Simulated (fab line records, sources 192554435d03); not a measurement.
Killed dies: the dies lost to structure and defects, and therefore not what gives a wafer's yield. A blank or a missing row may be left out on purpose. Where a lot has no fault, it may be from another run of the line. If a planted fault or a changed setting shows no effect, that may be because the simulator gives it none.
Struck lot and sound lot, side by side | flow n5 finfet | 15 steps out of a route of 1938
Sound: wafers L295.3, L295.4, L295.6. Struck: wafers L299.2, L299.3, L299.6. Last of all comes the cause.
Order at every step that has rows: each side's tool, ch and its chambers, its first start. Under that, the readings that differ: sound wafers | struck wafers | difference of the means | sigmas: that difference in standard deviations of wafers without a fault.
alike: words and numbers the same on both sides, and readings whose means are apart by under 2 such deviations; not compared: readings that were withheld, readings missing a value for some wafer, numbers with overlapping values and no deviation given by the record, and bounds like >300 which may hide the same value.
A row with sigmas, a row that says differs or no value, or rows on one side alone: a step with any of these is where the two part. Non-overlapping numbers with no deviation appear without sigmas and do not part them. Lack of a reading on every wafer of one side parts them only where that side has two or more wafers.

first, 3 steps without rows for these wafers: N5_SDB_PRECLEAN_38 (cleans in dHF, time 10 s); N5_SDB_PRECLEAN_39 (cleans in O3/DIW, time 45 s); N5_SDB_SRD_28 (time 30 s).
N5_SDB_ALD_29: deposits SiNx, target thk 30 nm, pulse time 1 s, ald cycles 600.
  sound on ald sin-02 ch 0,1,3, day 7 15:22; struck on ald sin-02 ch 0,2,3, day 8 17:58
  alike: heater power w, precursor pulse height rel, susceptor temp C
N5_SDB_CMP_30: polishes, stops on poly-Si, t overpolish 1.54 s, target thk 30 nm.
  sound on cmp-04 ch 0,1, day 7 18:08; struck on cmp-01 ch 1,3, day 8 20:44
  alike: motor current A, overpolish run s, slurry filter dp kPa, time to endpoint s
N5_SDB_THK_MEAS_31:
  sound: film metro-01 at day 7 18:23; struck: film metro-01 at day 8 20:59
  alike: SDB_THK
N5_SDB_INSPECT_36: inspects for defects (darkfield).
  sound: defect inspect-02 at day 7 18:25; struck: defect inspect-01 at day 8 21:01
  alike: raw defect count
N5_DUMMY_REMOVAL_HM_STRIP_01: strips SiNx in CH3F/O2, stops on poly-Si, target depth 4 nm, time 6.8 s.
  sound on rie diel-03 ch 0,1,2, day 7 18:28; struck on rie diel-04 ch 1,2,3, day 8 21:03
  alike: drypump motor current A, oes product au, rf vpp V, showerhead plenum p Torr, throttle valve pct
  not compared: rf hours counter h
N5_DUMMY_REMOVAL_STRIP_10: strips in N2/H2, time 40 s.
  sound on rie diel-03 ch 0,1,2, day 7 18:29; struck on rie diel-04 ch 1,2,3, day 8 21:05
  alike: drypump motor current A, oes product au, rf vpp V, showerhead plenum p Torr, throttle valve pct
  not compared: rf hours counter h
then, 2 steps without rows for these wafers: N5_DUMMY_REMOVAL_PRECLEAN_07 (cleans in dHF, time 30 s); N5_DUMMY_REMOVAL_DUMMY_REMOVE_02 (chemistry TMAH, target poly-Si, stops on SiO2, target depth 142 nm, time 57 s, rinse time 30 s).
N5_DUMMY_REMOVAL_INSPECT_06: inspects for defects (brightfield).
  sound: defect inspect-02 at day 7 18:40; struck: defect inspect-02 at day 8 21:14
  alike: raw defect count
N5_DUMMY_REMOVAL_PRECLEAN_08: cleans in NF3:NH3, afs cycles 2, time 20 s, sublimation time 60 s.
  sound on remote plasma-01 ch 1, day 7 18:46; struck on remote plasma-02 ch 0, day 8 21:19
  reading    | sound    | struck               | difference | sigmas
  time s (s) | 20 20 20 | 23.715 23.715 23.715 | +3.715     |
then, 1 step without rows for these wafers: N5_DUMMY_REMOVAL_PRECLEAN_04 (cleans in DHF, time 37 s).
-- a jump in the record: the struck wafers' starts before and after are 5 days apart (it breaks off in module DUMMY_REMOVAL and resumes in module BEOL_M4, where the first step shown is number 1111 of the route) --
N5_BEOL_M4_RC_MEAS_101:
  sound on prober-02 ch 0, day 12 06:32; struck on prober-02 ch 0, day 14 05:29
  alike: DIBL_N, DIBL_P, IOFF_N, IOFF_P, ION_N, ION_P, SS_N, SS_P, VT_N, VT_P

== WHERE THEY PART ==
Nowhere in this record.

WHY: whatever the simulator had introduced
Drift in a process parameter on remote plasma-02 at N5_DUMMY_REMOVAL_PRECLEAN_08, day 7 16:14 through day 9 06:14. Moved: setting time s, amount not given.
